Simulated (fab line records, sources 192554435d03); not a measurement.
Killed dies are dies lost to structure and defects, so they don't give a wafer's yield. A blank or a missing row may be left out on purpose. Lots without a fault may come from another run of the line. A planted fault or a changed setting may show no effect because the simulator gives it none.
Which tool did it? | flow n5_finfet | 8 lots, 24 wafers sampled, at 7 steps of a route of 1938

WHAT THE GAUGES READ, wafer by wafer
N5_BEOL_M4_RC_MEAS_101. Usual: DIBL_N 36.4 mV/V, standard deviation 1.3; DIBL_P 36.5 mV/V, standard deviation 1.7; IOFF_N 0.154 nA/um, standard deviation 0.022; IOFF_P 0.202 nA/um, standard deviation 0.025; ION_N 671 uA/um, standard deviation 9.8; ION_P 460 uA/um, standard deviation 6.8; SS_N 71.6 mV/dec, standard deviation 0.54; SS_P 73.4 mV/dec, standard deviation 0.58; VT_N 250.9 mV, standard deviation 2.8; VT_P -251.4 mV, standard deviation 2.7.
lot  | measured     | on        | DIBL_N (mV/V)  | DIBL_P (mV/V)  | IOFF_N (nA/um)    | IOFF_P (nA/um)    | ION_N (uA/um) | ION_P (uA/um) | SS_N (mV/dec)  | SS_P (mV/dec)  | VT_N (mV)         | VT_P (mV)            | flag
L598 | day 9 02:28  | prober-02 | 36.6 36.0 35.3 | 37.2 36.3 35.5 | 0.147 0.145 0.134 | 0.204 0.201 0.183 | 679 694 665   | 463 469 460   | 72.0 71.6 71.7 | 73.4 72.9 73.3 | 249.0 250.9 251.9 | -249.7 -250.8 -252.3 |
L601 | day 10 06:40 | prober-02 | 36.6 35.6 35.2 | 37.3 35.2 35.7 | 0.159 0.135 0.135 | 0.232 0.194 0.200 | 669 664 669   | 466 461 471   | 71.8 71.9 70.7 | 74.1 73.4 73.5 | 250.7 253.0 251.4 | -248.4 -250.1 -249.6 |
L606 | day 10 14:43 | prober-02 | 36.2 35.1 34.2 | 36.7 35.4 33.9 | 0.164 0.143 0.132 | 0.205 0.187 0.176 | 681 671 671   | 464 459 458   | 71.7 71.8 71.3 | 72.6 72.5 72.5 | 250.9 252.5 251.3 | -250.8 -251.6 -253.4 |
L608 | day 11 21:14 | prober-01 | 37.2 35.0 36.2 | 35.4 34.6 35.3 | 0.176 0.140 0.156 | 0.210 0.197 0.205 | 665 667 663   | 452 457 456   | 72.6 72.0 71.8 | 73.9 73.3 73.6 | 250.9 252.5 250.5 | -251.1 -249.8 -248.8 |
L609 | day 12 01:38 | prober-01 | 33.6 34.6 35.3 | 33.9 35.4 36.2 | 0.125 0.136 0.144 | 0.181 0.197 0.205 | 662 671 667   | 457 463 457   | 70.7 71.0 71.8 | 72.4 73.3 73.4 | 255.2 252.1 253.1 | -250.4 -249.0 -250.7 |
L610 | day 12 04:25 | prober-01 | 34.8 35.5 36.8 | 34.5 35.5 36.3 | 0.125 0.136 0.145 | 0.172 0.194 0.209 | 655 660 659   | 449 458 458   | 71.9 71.4 71.2 | 72.9 73.9 73.0 | 256.1 254.0 250.3 | -255.7 -254.8 -253.4 |
L611 | day 12 06:35 | prober-02 | 38.0 37.6 37.0 | 37.3 37.1 36.4 | 0.181 0.163 0.157 | 0.232 0.225 0.221 | 661 672 671   | 451 461 463   | 72.6 72.0 71.7 | 73.1 73.5 73.4 | 249.9 252.3 250.5 | -248.6 -251.1 -250.3 |
L613 | day 13 07:52 | prober-01 | 37.1 37.6 37.2 | 35.6 37.3 37.7 | 0.163 0.188 0.193 | 0.198 0.241 0.248 | 661 676 687   | 449 463 469   | 71.9 71.9 71.4 | 73.7 74.4 73.6 | 250.8 244.2 246.1 | -252.9 -245.9 -245.7 |

N5_BEOL_M12_THK_MEAS_50: measures by xrf. Usual: M12_THK 317 nm, standard deviation 5.3.
lot  | measured     | on            | M12_THK (nm) | flag
L598 | day 12 12:38 | film_metro-02 | 319 323 320  |
L601 | day 13 05:05 | film_metro-02 | 702 715 705  | OFF
L606 | day 13 05:31 | film_metro-01 | 710 719 711  | OFF
L608 | day 14 23:16 | film_metro-01 | 308 320 307  |
L609 | day 14 15:56 | film_metro-02 | 321 323 318  |
L610 | day 15 06:37 | film_metro-02 | 320 321 320  |
L611 | day 15 06:21 | film_metro-01 | 326 312 309  |
L613 | day 16 03:44 | film_metro-01 | 316 315 317  |

N5_BEOL_M12_RS_MEAS_54: measures by four-point-probe. Usual: M12_RS 0.0606 ohm/sq, standard deviation 0.001.
lot  | measured     | on            | M12_RS (ohm/sq)      | flag
L598 | day 12 12:47 | film_metro-02 | 0.0605 0.0595 0.0601 |
L601 | day 13 05:13 | film_metro-02 | 0.0237 0.0233 0.0236 | OFF
L606 | day 13 05:38 | film_metro-01 | 0.0236 0.0233 0.0237 | OFF
L608 | day 14 23:24 | film_metro-02 | 0.0624 0.0599 0.0627 |
L609 | day 14 16:04 | film_metro-02 | 0.0601 0.0595 0.0604 |
L610 | day 15 06:44 | film_metro-01 | 0.0600 0.0596 0.0600 |
L611 | day 15 06:28 | film_metro-02 | 0.0596 0.0626 0.0630 |
L613 | day 16 03:52 | film_metro-01 | 0.0608 0.0608 0.0606 |

WHICH TOOL RAN EACH LOT (tool, then ch and the chambers of the sampled wafers, then the start)
lot  | N5_BEOL_M12_ETCH_38                | N5_BEOL_M12_DEGAS_41         | N5_BEOL_M12_CMP_49            | N5_BEOL_M12_DEP_53
L598 | rie_diel-05 ch 0,1,2, day 12 09:03 | pvd_sputter-02, day 12 11:28 | cmp-04 ch 0,2,3, day 12 12:25 | pecvd-01 ch 0,2, day 12 12:42
L601 | rie_diel-05 ch 2,3, day 13 03:22   | pvd_sputter-02, day 13 03:59 | cmp-04 ch 1,3, day 13 04:47   | pecvd-02 ch 0,1,2, day 13 05:08
L606 | rie_diel-05 ch 0,1,2, day 13 03:56 | pvd_sputter-02, day 13 04:25 | cmp-04 ch 0,1,2, day 13 05:13 | pecvd-02 ch 0,2, day 13 05:34
L608 | rie_diel-05 ch 1,2, day 14 21:44   | pvd_sputter-02, day 14 22:11 | cmp-04 ch 1,3, day 14 23:01   | pecvd-01 ch 0,1,2, day 14 23:20
L609 | rie_diel-02 ch 0,2, day 14 14:38   | pvd_sputter-03, day 14 14:51 | cmp-04 ch 2,3, day 14 15:41   | pecvd-02 ch 1,2, day 14 16:00
L610 | rie_diel-02 ch 0,1,2, day 15 04:52 | pvd_sputter-02, day 15 05:09 | cmp-04 ch 0,1,2, day 15 06:24 | pecvd-04 ch 1,2, day 15 06:41
L611 | rie_diel-02 ch 0,2, day 15 04:45   | pvd_sputter-01, day 15 05:07 | cmp-03 ch 0,2, day 15 06:03   | pecvd-01 ch 0,2, day 15 06:25
L613 | rie_diel-06 ch 0,2, day 16 02:08   | pvd_sputter-01, day 16 02:39 | cmp-04 ch 1,2, day 16 03:27   | pecvd-01 ch 1,2, day 16 03:48
- N5_BEOL_M12_ETCH_38: etches SiCN in CF4/N2, target depth 68.7 nm, time 73.4 s.
- N5_BEOL_M12_DEGAS_41: time 60 s.
- N5_BEOL_M12_CMP_49: polishes, stops on SiOC, t overpolish 20.6 s, target thk 320 nm.
- N5_BEOL_M12_DEP_53: deposits SiCN from 3MS/NH3, target thk 30 nm, time 10.5 s.

WHAT THE TOOLS THEMSELVES READ (means of the sampled wafers that have a number; where no wafer has one, the mark that the record gives instead)
N5_BEOL_M12_ETCH_38. Usual: drypump_motor_current_A 5.8 A, standard deviation 0.42; oes_product_au 0.81 a.u., standard deviation 0.093; rf_vpp_V 381.5 V, standard deviation 2.1; showerhead_plenum_p_Torr 2.18 Torr, standard deviation 0.077; throttle_valve_pct 15.48 %, standard deviation 0.28.
lot  | tool        | drypump_motor_current_A (A) | oes_product_au (a.u.) | rf_vpp_V (V) | showerhead_plenum_p_Torr (Torr) | throttle_valve_pct (%) | flag
L598 | rie_diel-05 | 5.6                         | 0.85                  | 382.2        | 2.18                            | 15.32                  |
L601 | rie_diel-05 | 6.1                         | 0.89                  | 383.5        | 2.22                            | 15.35                  |
L606 | rie_diel-05 | 5.6                         | 0.84                  | 381.4        | 2.17                            | 15.36                  |
L608 | rie_diel-05 | 5.5                         | 0.84                  | 381.3        | 2.17                            | 15.35                  |
L609 | rie_diel-02 | 6.1                         | 0.80                  | 383.7        | 2.29                            | 15.70                  |
L610 | rie_diel-02 | 5.7                         | 0.77                  | 383.2        | 2.23                            | 15.58                  |
L611 | rie_diel-02 | 6.0                         | 0.85                  | 384.2        | 2.31                            | 15.46                  |
L613 | rie_diel-06 | 5.8                         | 0.84                  | 380.5        | 2.14                            | 15.31                  |

N5_BEOL_M12_DEGAS_41. Usual: heater_power_w 335 W, standard deviation 35.
lot  | tool           | heater_power_w (W) | flag
L598 | pvd_sputter-02 | 346                |
L601 | pvd_sputter-02 | 291                |
L606 | pvd_sputter-02 | 318                |
L608 | pvd_sputter-02 | 306                |
L609 | pvd_sputter-03 | 324                |
L610 | pvd_sputter-02 | 330                |
L611 | pvd_sputter-01 | 378                |
L613 | pvd_sputter-01 | 370                |

N5_BEOL_M12_CMP_49. Usual: barrier_field_endpoint_s 30.1 s, standard deviation 0.56; clearing_platen_down_force_psi 1.4998 psi, standard deviation 0.0027; motor_current_A 6.3 A, standard deviation 0.44; overpolish_run_s 20.599 s, standard deviation 0.0084; slurry_filter_dp_kPa 13.46 kPa, standard deviation 0.13.
lot  | tool   | barrier_field_endpoint_s (s) | clearing_platen_down_force_psi (psi) | motor_current_A (A) | overpolish_run_s (s) | slurry_filter_dp_kPa (kPa) | flag
L598 | cmp-04 | 29.3                         | 1.4982                               | 6.1                 | 20.600               | 13.38                      |
L601 | cmp-04 | -                            | -                                    | -                   | -                    | -                          | OFF
L606 | cmp-04 | -                            | -                                    | -                   | -                    | -                          | OFF
L608 | cmp-04 | 30.5                         | 1.5011                               | 6.2                 | 20.596               | 13.55                      |
L609 | cmp-04 | 29.8                         | 1.4986                               | 6.2                 | 20.597               | 13.47                      |
L610 | cmp-04 | 29.6                         | 1.5011                               | 5.9                 | 20.608               | 13.47                      |
L611 | cmp-03 | 29.6                         | 1.4978                               | 6.1                 | 20.600               | 13.51                      |
L613 | cmp-04 | 29.9                         | 1.5012                               | 6.2                 | 20.595               | 13.41                      |

N5_BEOL_M12_DEP_53. Usual: chamber_pressure_Torr 3.001 Torr, standard deviation 0.0063; showerhead_plenum_p_Torr 4.159 Torr, standard deviation 0.014; throttle_valve_pct 18.5 %, standard deviation 0.99.
lot  | tool     | chamber_pressure_Torr (Torr) | showerhead_plenum_p_Torr (Torr) | throttle_valve_pct (%) | flag
L598 | pecvd-01 | 2.995                        | 4.155                           | 19.1                   |
L601 | pecvd-02 | 3.002                        | 4.166                           | 17.7                   |
L606 | pecvd-02 | 3.002                        | 4.163                           | 17.7                   |
L608 | pecvd-01 | 3.002                        | 4.152                           | 19.1                   |
L609 | pecvd-02 | 3.005                        | 4.157                           | 17.3                   |
L610 | pecvd-04 | 3.005                        | 4.164                           | 17.7                   |
L611 | pecvd-01 | 3.003                        | 4.164                           | 18.8                   |
L613 | pecvd-01 | 3.002                        | 4.162                           | 18.2                   |

THE ANSWER, worked out from the rows above alone
Rule: a lot is off if the mean of its wafers that have a number lies more than 3 standard deviations from the usual mean. A lot without any number at a reading at which 4 lots or more have one is off too. The other lots that the step has rows for count as sound. The gauges are gone through in route order, then the tools' own readings, and for those a lot's mean is taken as printed above. The first step at which some lot is off is used, and at that step the reading that is off furthest; a lot without a number counts as furthest.
Off: L601, L606, at N5_BEOL_M12_THK_MEAS_50 (M12_THK).
A tool fits if, at a process step before that reading, it ran every lot that is off, and no sound lot after the first of them. The gauges at N5_BEOL_M12_THK_MEAS_50 aren't tried: what is off there is off at N5_BEOL_M12_CMP_49 too, on other tools, and a gauge's error can't cause that. None of those tried fits.

WHAT THE SIMULATOR HAD PUT IN
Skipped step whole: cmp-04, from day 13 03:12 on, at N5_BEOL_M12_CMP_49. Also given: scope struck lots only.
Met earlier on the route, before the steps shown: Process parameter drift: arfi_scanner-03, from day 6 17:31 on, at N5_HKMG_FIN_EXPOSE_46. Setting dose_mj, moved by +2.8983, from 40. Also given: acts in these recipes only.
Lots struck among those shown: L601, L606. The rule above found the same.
